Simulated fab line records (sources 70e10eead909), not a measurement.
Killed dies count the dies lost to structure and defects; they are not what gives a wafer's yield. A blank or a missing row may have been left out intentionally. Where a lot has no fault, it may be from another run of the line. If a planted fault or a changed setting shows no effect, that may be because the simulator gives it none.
A struck lot beside a sound one :: flow nand_harc :: 14 out of 1302 route steps
Sound: the wafers L529.1, L529.2, L529.3. Struck: wafer L540.5 (L540.2, L540.6, from the same lot, were not struck and are left out); the cause is given at the end.
At each step with rows: each side's tool, then ch and its chambers, then its first start. Under that, the readings that differ: sound wafers :: struck wafers :: difference of the means :: sigmas: that difference in standard deviations of wafers without a fault.
alike: readings with means less than 2 such deviations apart, plus words and numbers identical on both sides. not compared: withheld readings, readings lacking a value on some wafer, bounds such as >300 that could conceal the same value, and numbers that have no deviation in the record and whose values overlap.
A row with sigmas, a row that says differs or no value, or rows on one side alone: a step with any of these is where the two part. When numbers do not overlap yet have no deviation, they are printed without sigmas and do not part them. Lack of a reading on every wafer of one side parts them only where that side has two or more wafers.

first, 2 steps without rows for these wafers: NHARC_A_DECK1_JOINT_ANNEAL_28 (time 1800 s); NHARC_A_DECK1_JOINT_ANNEAL_29 (time 1800 s).
NHARC_A_DECK1_JOINT_CMP_02: polishes SiOx.
  sound on cmp-03 ch 1,2,3, day 15 01:25; struck on cmp-02 ch 2, day 19 20:14
  alike: edge_zone_pressure_frac, motor_current_A, retaining_ring_pressure_frac, slurry_filter_dp_kPa
next, for these wafers, 1 step has no rows: NHARC_A_DECK1_JOINT_SRD_15.
NHARC_A_DECK1_JOINT_DEP_16: deposits SiO2, target thk 45 nm.
  sound on pecvd-04 ch 0,1,2, day 15 01:49; struck on pecvd-03 ch 0, day 19 20:35
  alike: heater_power_w, throttle_valve_pct
  not compared: since_wet_clean_h
NHARC_A_DECK1_JOINT_THK_MEAS_17: measures by ellipsometry.
  sound on film_metro-02, day 15 02:05; struck on film_metro-01, day 19 20:52
  alike: thk_nm
NHARC_A_DECK1_JOINT_INSPECT_05:
  sound on defect_inspect-02, day 15 02:07; struck on defect_inspect-02, day 19 20:55
  alike: raw_defect_count
next comes 1 step that has no rows for these wafers: NHARC_A_ONON_D2_DEP_00 (target thickness 1000 nm).
NHARC_A_ONON_D2_THK_MEAS_02: measures by ellipsometry.
  sound on film_metro-02, day 15 02:42; struck on film_metro-01, day 19 21:29
  alike: thk_nm
next comes 1 step that has no rows for these wafers: NHARC_A_ONON_D2_DEP_03 (target thickness 1000 nm).
NHARC_A_ONON_D2_THK_MEAS_05: measures by ellipsometry.
  sound on film_metro-02, day 15 03:17; struck on film_metro-01, day 19 22:03
  alike: thk_nm
NHARC_A_ONON_D2_DEP_06: target thk 1000 nm.
  sound on pecvd_onon-01 ch 0, day 15 03:20; struck on pecvd_onon-02 ch 0, day 19 22:10
  alike: nh3_flow_sccm
NHARC_A_ONON_D2_THK_MEAS_08: measures by ellipsometry.
  sound on film_metro-02, day 15 03:51; struck on film_metro-01, day 19 22:37
reading: thk_nm (nm)
sound: 993 992 992
struck: 961
difference: -31
sigmas: -2
next comes 1 step that has no rows for these wafers: NHARC_A_ONON_D2_DEP_09 (target thickness 1000 nm).

WHERE THEY PART
NHARC_A_ONON_D2_THK_MEAS_08 only, going by this record.

WHY: whatever the simulator had introduced
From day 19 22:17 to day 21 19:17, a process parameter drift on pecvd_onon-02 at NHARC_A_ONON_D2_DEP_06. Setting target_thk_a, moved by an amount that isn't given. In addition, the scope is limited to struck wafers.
